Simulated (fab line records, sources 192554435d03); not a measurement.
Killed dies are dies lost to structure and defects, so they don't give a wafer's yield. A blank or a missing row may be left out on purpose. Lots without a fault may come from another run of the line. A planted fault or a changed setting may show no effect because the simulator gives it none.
Which tool did it? | flow n5_finfet | 8 lots, 24 wafers sampled, at 5 steps of a route of 1938

WHAT THE GAUGES READ, wafer by wafer
N5_BEOL_M15_RC_MEAS_101.
lot  | measured     | on        | COMB_M11_max_site (S/m)
L341 | day 11 21:00 | prober-01 | 1.7e-11 2.4e-11 1.8e-11
L342 | day 12 19:05 | prober-01 | 1.9e-11 1.6e-11 1.7e-11
L344 | day 13 06:44 | prober-01 | 1.9e-11 2.7e-11 1.4e-11
L353 | day 15 06:37 | prober-02 | 1.7e-11 2e-11 1.4e-11
L352 | day 15 09:28 | prober-01 | 1.9e-11 2e-11 1.9e-11
L355 | day 15 19:15 | prober-02 | 1.7e-11 2.5e-11 1.8e-11
L358 | day 16 12:57 | prober-02 | 2e-11 3.6e-11 5e-11
L361 | day 17 10:58 | prober-02 | 1.2e-11 2.2e-11 1.6e-11

WHICH TOOL RAN EACH LOT (tool, then ch and the chambers of the sampled wafers, then the start)
lot  | N5_BEOL_M11_ALD_74                  | N5_BEOL_M15_STRIP_36               | N5_BEOL_M15_DEGAS_41         | N5_BEOL_M15_CMP_49
L341 | ald_metal-03 ch 1,2, day 10 11:16   | rie_diel-02 ch 0,1,3, day 11 18:48 | pvd_sputter-03, day 11 19:13 | cmp-03 ch 1,2,3, day 11 20:13
L342 | ald_metal-04 ch 0,2, day 11 20:56   | rie_diel-05 ch 1,3, day 12 16:16   | pvd_sputter-01, day 12 17:10 | cmp-01 ch 0,3, day 12 18:18
L344 | ald_metal-04 ch 1,2, day 11 22:00   | rie_diel-03 ch 0,1,2, day 13 04:23 | pvd_sputter-02, day 13 05:02 | cmp-04 ch 0,3, day 13 06:06
L353 | ald_metal-03 ch 0,1,3, day 13 21:48 | rie_diel-05 ch 0,3, day 15 04:20   | pvd_sputter-02, day 15 04:41 | cmp-04 ch 2,3, day 15 05:59
L352 | ald_metal-01 ch 1,3, day 14 07:28   | rie_diel-05 ch 0,1,3, day 15 07:21 | pvd_sputter-01, day 15 08:00 | cmp-03 ch 1,2,3, day 15 09:04
L355 | ald_metal-03 ch 0,2,3, day 14 11:58 | rie_diel-03 ch 0,1, day 15 17:02   | pvd_sputter-02, day 15 17:34 | cmp-01 ch 0,1,3, day 15 18:32
L358 | ald_metal-03 ch 0,1,2, day 15 14:07 | rie_diel-05 ch 0,1, day 16 10:46   | pvd_sputter-03, day 16 11:17 | cmp-04 ch 0,2,3, day 16 12:23
L361 | ald_metal-01 ch 0,2,3, day 16 07:14 | rie_diel-05 ch 1,2,3, day 17 08:11 | pvd_sputter-01, day 17 09:21 | cmp-01 ch 0,1,3, day 17 10:29
- N5_BEOL_M11_ALD_74: deposits TaN, target thk 2 nm, pulse time 2 s, purge time 3 s.
- N5_BEOL_M15_STRIP_36: strips in O2.
- N5_BEOL_M15_DEGAS_41: time 60 s.
- N5_BEOL_M15_CMP_49: polishes, stops on SiO2, t overpolish 4.9 s, target thk 850 nm.

THE ANSWER, worked out from the rows above alone
Rule: what is usual is taken from the lots themselves. Put in order of their means at a reading, lots are off if they are a third of the lots or fewer, leave a main group of 4 or more, and stand apart from it by a gap of 3 or more times the standard deviation of the main group's means; of several such gaps the widest counts. A main group whose means are all the same, to the digits that the tables above print for the reading, isn't used. A lot without any number at a reading at which 4 lots or more have one is off too. The other lots that the step has rows for count as sound.
Off: L358, at N5_BEOL_M15_RC_MEAS_101 (COMB_M11_max_site). The main group: mean 1.9e-11 S/m, standard deviation 1.4e-12.
A tool fits if, at a process step before that reading, it ran every lot that is off, and no sound lot after the first of them. The gauges at N5_BEOL_M15_RC_MEAS_101 are tried like those tools. Can't be told from this: 3 tools fit, ald_metal-03 at N5_BEOL_M11_ALD_74, pvd_sputter-03 at N5_BEOL_M15_DEGAS_41, cmp-04 at N5_BEOL_M15_CMP_49.

WHAT THE SIMULATOR HAD PUT IN
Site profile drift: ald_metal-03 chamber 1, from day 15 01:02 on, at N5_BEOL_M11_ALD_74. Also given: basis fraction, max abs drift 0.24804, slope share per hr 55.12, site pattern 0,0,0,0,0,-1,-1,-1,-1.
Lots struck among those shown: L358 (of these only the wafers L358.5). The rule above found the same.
